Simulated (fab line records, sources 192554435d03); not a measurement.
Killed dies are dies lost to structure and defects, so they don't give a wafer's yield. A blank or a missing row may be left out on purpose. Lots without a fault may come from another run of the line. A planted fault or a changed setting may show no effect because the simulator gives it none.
Problem report in the 8D (eight disciplines) form, filled by code | flow n5_finfet | the parts of the form that need people (team, actions taken, sign-off) are left out

1. THE PROBLEM
oes_product_au at N5_FIN_SAQP_ETCH_65 reads a mean of 0.786 a.u. on 3 wafers of 2 lots; wafers without a fault read 0.999 a.u. with a standard deviation of 0.012. That is -18 standard deviations from the usual mean.
The step: etches SiO2 in CF4, target depth 4 nm, time 4.4 s.
First seen on wafer L766.4, day 5 12:05, on rie_si-06. The record holds 17 wafers of 6 lots with a number at this step. Rule for "out", or "out of limits": more than 4 standard deviations from the usual mean. The other wafers with a number count as sound.

2. WHAT IT IS AND WHAT IT IS NOT
question                    | is                     | is not
which readings at this step | oes_product_au         | drypump_motor_current_A, throttle_valve_pct
which lots                  | L766, L768             | L752, L754, L758, L763
which wafers of those lots  | L766.4, L766.5, L768.4 | L766.3, L768.2
read on which tools         | rie_si-06              | rie_si-01
when                        | from day 5 12:05       | up to then (13 sound wafers); but 1 sound wafer of L768 came after

3. SUSPECTS, AND WHAT RULES EACH OUT
Counting: a tool at a process step up to the reading stays a suspect if it ran every lot that is out. Sound lots after the first of them don't rule it out here, since some wafers of a struck lot are sound.
- rie_diel-05 at N5_FIN_SAQP_SPACER1_ETCHBACK_25 (etches SiO2 in CHF3/O2, target depth 24.4 nm, time 12.2 s): kept. It ran every lot that is out, first L766 (day 5 11:43).
- rie_si-06 at N5_FIN_SAQP_ETCH_65 (etches SiO2 in CF4, target depth 4 nm, time 4.4 s): kept. It ran every lot that is out, first L766 (day 5 12:05); its last sound lot up to then is L758 (day 3 11:56). Its own readings are out on those wafers: oes_product_au.
- Within rie_diel-05 at N5_FIN_SAQP_SPACER1_ETCHBACK_25: the wafers that are out ran in chambers 2, 3; their sound lot-mates ran in chamber 0.
Left after counting: rie_diel-05 at N5_FIN_SAQP_SPACER1_ETCHBACK_25, rie_si-06 at N5_FIN_SAQP_ETCH_65.

4. THE CAUSE (what the simulator had put in)
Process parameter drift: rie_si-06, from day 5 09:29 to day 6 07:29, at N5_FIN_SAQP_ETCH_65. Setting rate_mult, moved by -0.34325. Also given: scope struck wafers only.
Counting left 2 suspects, and this tool is among them.

5. THE CHAIN OF EFFECTS, in route order
Each row: a reading whose mean over the struck wafers that have a number lies more than 3 standard deviations from the usual. Only readings for which the record gives a usual standard deviation are gone through. hours: the time from each lot's start at the first step in this table that gives one to its start at this step, as a median over the lots. sigmas: the change in usual standard deviations.
hours | step                | reading        | usual      | on struck wafers | change | sigmas
0     | N5_FIN_SAQP_ETCH_65 | oes_product_au | 0.999 a.u. | 0.786            | -0.213 | -18
The process steps in it:
- N5_FIN_SAQP_ETCH_65: etches SiO2 in CF4, target depth 4 nm, time 4.4 s.

6. WHAT WOULD HAVE CAUGHT IT SOONER
In this record the first reading out of limits was taken at day 5 12:05, 3 hours after the fault began at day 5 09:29.
